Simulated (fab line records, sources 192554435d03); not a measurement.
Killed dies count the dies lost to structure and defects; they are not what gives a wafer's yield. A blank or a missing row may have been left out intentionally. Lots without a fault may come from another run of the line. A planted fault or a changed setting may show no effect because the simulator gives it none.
Which tool was responsible? | flow n5-finfet | 11 lots (32 wafers sampled), 1 step of a 1938-step route

## WHAT THE GAUGES SHOWED, per wafer
N5_BEOL_M14_THK_MEAS_50: measures by xrf.
lot  | measured     | on            | M14_THK (nm)
L190 | day 12 22:19 | film-metro-02 | 529 562 574
L194 | day 13 05:52 | film-metro-01 | 536 552 554
L192 | day 13 21:59 | film-metro-01 | 570 525 559
L198 | day 15 17:17 | film-metro-01 | 580 578
L199 | day 15 19:10 | film-metro-01 | 572 560 555
L207 | day 17 00:17 | film-metro-01 | 569 560 537
L205 | day 17 11:24 | film-metro-02 | 555 571 554
L208 | day 17 18:15 | film-metro-02 | 578 580 560
L211 | day 18 14:00 | film-metro-01 | 556 573 554
L212 | day 18 14:25 | film-metro-02 | 552 572 553
L213 | day 18 20:57 | film-metro-02 | 564 577 564

## TOOL THAT RAN EACH LOT (tool first, then ch and the chambers of the sampled wafers, then the start)
Record: no process step prior to these readings.

## WHAT THE TOOLS THEMSELVES READ (means of the sampled wafers that have a number; where no wafer has one, the mark that the record gives instead)
The record holds no such reading with a usual standard deviation.

## THE ANSWER, worked out from the rows above alone
Rule: what is usual is taken from the lots themselves. The widest of any qualifying gaps counts: lots, ordered by their means at a reading, are off when they make up no more than a third of the lots, leave a main group of 4 or more, and stand apart from it by 3 or more times the standard deviation of that group's means. Not used: any main group whose means are identical at the precision the tables above print for the reading. Also off: a lot with no number at a reading for which 4 or more lots have one. Where the step has rows for the other lots, those lots are counted as sound. After the gauges, taken in route order, come the tools' own readings; for these a lot's mean is taken, as printed above. The first step at which some lot is off is used, and at that step the reading that is off furthest; a lot without a number counts as furthest.
Nothing can be told from this: no lot is off at any reading shown.

## WHAT THE SIMULATOR PUT IN
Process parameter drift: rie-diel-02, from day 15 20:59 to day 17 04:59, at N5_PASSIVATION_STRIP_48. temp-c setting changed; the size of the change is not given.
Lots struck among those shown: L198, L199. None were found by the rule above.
